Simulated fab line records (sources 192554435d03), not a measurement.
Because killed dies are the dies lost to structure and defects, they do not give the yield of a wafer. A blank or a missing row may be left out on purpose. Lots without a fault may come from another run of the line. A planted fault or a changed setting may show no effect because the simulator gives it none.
Split-lot study ; flow n5-finfet ; 7 lots, 39 wafers read, on a route of 1938 steps

## ON THE SPLIT
At N5_BEOL_M15_SPUTTER_43 (material TaN, target thk 15 nm, time 24.19 s), the setting target-thk-a was moved away from the recipe's 150 angstrom on 15 of the 39 wafers read, by -53.8% to +40.5%. The other wafers ran this setting at the recipe's value.

## FROM THE SPLIT TO THE READING: what the file shows between them, 4 steps
- N5_BEOL_M15_SPUTTER_44: material Ta, target thk 15 nm, time 24.19 s
- N5_BEOL_M15_SPUTTER_45: material Cu, target thk 100 nm, time 16.67 s
- N5_BEOL_M15_ECD_47: material Cu, target thk 1860 nm
- N5_BEOL_M15_ANNEAL_48: time 90 s

## THE READING
barrier-field-endpoint-s, in s, at N5_BEOL_M15_CMP_49 (polishes, stops on SiO2, t overpolish 4.9 s, target thk 850 nm). On this fab line, fault-free wafers typically give 11.34 s with a standard deviation of 0.22 s.

wafer;tool, chamber at the split;target-thk-a as run, angstrom;against the recipe;barrier-field-endpoint-s, s;against lot-mates on the recipe
L075.2;pvd-sputter-01, -;77.48;-48.3%;8.60;-3.03
L075.4;pvd-sputter-01, -;77.48;-48.3%;8.55;-3.08
L075.3;pvd-sputter-01, -;150;recipe;11.57;-
L075.1;pvd-sputter-01, -;150;recipe;11.78;-
L075.5;pvd-sputter-01, -;77.48;-48.3%;8.36;-3.27
L075.6;pvd-sputter-01, -;150;recipe;11.53;-
L083.2;pvd-sputter-03, -;150;recipe;11.35;-
L083.1;pvd-sputter-03, -;150;recipe;11.65;-
L083.6;pvd-sputter-03, -;150;recipe;11.53;-
L086.4;pvd-sputter-01, -;150;recipe;11.10;-
L086.3;pvd-sputter-01, -;150;recipe;11.18;-
L086.1;pvd-sputter-01, -;150;recipe;11.21;-
L086.2;pvd-sputter-01, -;150;recipe;11.46;-
L086.6;pvd-sputter-01, -;150;recipe;11.07;-
L086.5;pvd-sputter-01, -;150;recipe;11.02;-
L085.1;pvd-sputter-02, -;69.25;-53.8%;8.30;-3.31
L085.3;pvd-sputter-02, -;69.25;-53.8%;8.66;-2.95
L085.2;pvd-sputter-02, -;150;recipe;11.54;-
L085.4;pvd-sputter-02, -;150;recipe;11.60;-
L085.6;pvd-sputter-02, -;69.25;-53.8%;8.33;-3.28
L085.5;pvd-sputter-02, -;150;recipe;11.70;-
L088.3;pvd-sputter-01, -;83.56;-44.3%;8.82;-2.45
L088.1;pvd-sputter-01, -;83.56;-44.3%;8.81;-2.46
L088.4;pvd-sputter-01, -;150;recipe;11.25;-
L088.2;pvd-sputter-01, -;150;recipe;11.12;-
L088.6;pvd-sputter-01, -;150;recipe;11.43;-
L088.5;pvd-sputter-01, -;83.56;-44.3%;8.98;-2.29
L089.2;pvd-sputter-02, -;150;recipe;11.46;-
L089.3;pvd-sputter-02, -;150;recipe;11.39;-
L089.4;pvd-sputter-02, -;210.7;+40.5%;13.51;+2.10
L089.1;pvd-sputter-02, -;210.7;+40.5%;13.85;+2.44
L089.6;pvd-sputter-02, -;150;recipe;11.38;-
L089.5;pvd-sputter-02, -;210.7;+40.5%;13.74;+2.33
L091.3;pvd-sputter-01, -;181.5;+21.0%;12.35;+1.28
L091.2;pvd-sputter-01, -;181.5;+21.0%;12.09;+1.02
L091.1;pvd-sputter-01, -;150;recipe;11.08;-
L091.4;pvd-sputter-01, -;181.5;+21.0%;12.00;+0.93
L091.6;pvd-sputter-01, -;150;recipe;11.30;-
L091.5;pvd-sputter-01, -;150;recipe;10.84;-

FIT RESULTS
A straight line over all 39 wafers: barrier-field-endpoint-s changes by +0.0554 s for each +1% of target-thk-a; r = +0.99; the points scatter about the line by 0.24 s.
The same after taking each lot's own level away (the mean of its wafers on the recipe; 39 wafers): +0.0584 s for each +1%; r = +0.99; scatter 0.17 s.
Per that fit: largest target-thk-a move, reading shift of 3.1 s.
From 11.073 to 11.627 s: that is the span of the lots' own levels, equal to 2.5 times the standard deviation above.
Consequently the slope shifts little with the lot-to-lot level, the two slopes agreeing.
Check: for one of the wafers moved furthest among these (-53.8%), held out of the fit, the line's prediction against its lot-mates is -3.15 s. It came out at -3.31 s against them.

## THE OTHER SPLITS THESE WAFERS WENT THROUGH
Before the reading, these wafers also passed through other splits. Each is held against what the fit with the lots' levels taken away leaves over:
other split on the same wafers;wafers away from the commonest value;r with barrier-field-endpoint-s (lot level and that fit taken away)
N5_BEOL_M6_ILD_DEP_00 target-thk-a;18;+0.20
N5_BEOL_M7_ILD_DEP_00 time-s;6;+0.18
N5_BEOL_M9_ETCH_66 time-s;15;-0.15

## THE WHOLE CHAIN: every reading that the file lists as answering this split, in the file's order
step;what it does;reading;change (the file's fit);r (the file's)
N5_BEOL_M15_SPUTTER_43;material TaN, target thk 15 nm, time 24.19 s;TaN_of_BEOL_M15_SPUTTER_43.thk-nm (the simulator's own value, which no gauge read);+0.149 nm for each +1% of the setting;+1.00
N5_BEOL_M15_CMP_49;polishes, stops on SiO2, t overpolish 4.9 s, target thk 850 nm;barrier-field-endpoint-s;+0.0586 s for each +1% of the setting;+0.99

## FILE'S OWN FIT
barrier-field-endpoint-s changes by +0.0586 s for each +1% of target-thk-a, r = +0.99.
